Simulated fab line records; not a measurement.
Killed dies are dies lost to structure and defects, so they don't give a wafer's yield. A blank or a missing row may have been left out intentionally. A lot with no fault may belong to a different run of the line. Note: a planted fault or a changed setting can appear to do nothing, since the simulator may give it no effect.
Matching of chambers ; flow nandHarc ; NHARC_P_CONTACT_CMP_01 on cmp-01: 4 sister chambers
The step polishes SiO2, target thk 200 nm. 4 wafers are shown with their chamber, then 12 later ones without.

WAFERS PAIRED WITH THEIR CHAMBERS
wafer;chamber;motorCurrentA (A)
L090.2;1;11.4
L089.1;2;12.3
L089.2;0;12.0
L089.3;3;12.2

WAFERS MISSING THEIR CHAMBER
wafer;motorCurrentA (A)
L089.4;11.0
L089.5;11.4
L089.6;12.9
L093.3;12.6
L093.5;11.9
L093.6;12.8
L095.1;11.4
L095.2;12.8
L095.5;11.6
L097.1;11.9
L097.2;12.8
L097.4;12.0

WHICH CHAMBER EACH WENT THROUGH
wafer;from the rows above;in truth
L089.4;can't be placed: 1 or 0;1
L089.5;can't be placed: 1 or 0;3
L089.6;can't be placed: 2 or 3 or 0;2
L093.3;can't be placed: 2 or 3 or 0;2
L093.5;can't be placed: 0 or 3 or 2 or 1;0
L093.6;can't be placed: 2 or 3 or 0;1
L095.1;can't be placed: 1 or 0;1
L095.2;can't be placed: 2 or 3 or 0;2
L095.5;can't be placed: 1 or 0 or 3 or 2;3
L097.1;can't be placed: 0 or 3 or 2 or 1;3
L097.2;can't be placed: 2 or 3 or 0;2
L097.4;can't be placed: 0 or 3 or 2 or 1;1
Correct placement for 0 of the 12. Can't be placed from these rows: 12 (the true chamber is among the candidates in 10). Wrongly placed: 0.
How it was worked out, from the rows above alone: a wafer's distance from a chamber is the root of the sum, over the readings, of the square of ((its reading less the chamber's mean) divided by the reading's scatter). The wafer belongs to the nearest chamber; if the next one is less than 2 further off, it can't be placed. A chamber's mean is the mean of its shown wafers. The scatter: root of mean squared gap, hidden wafer to nearest shown wafer, with one shown wafer a chamber.
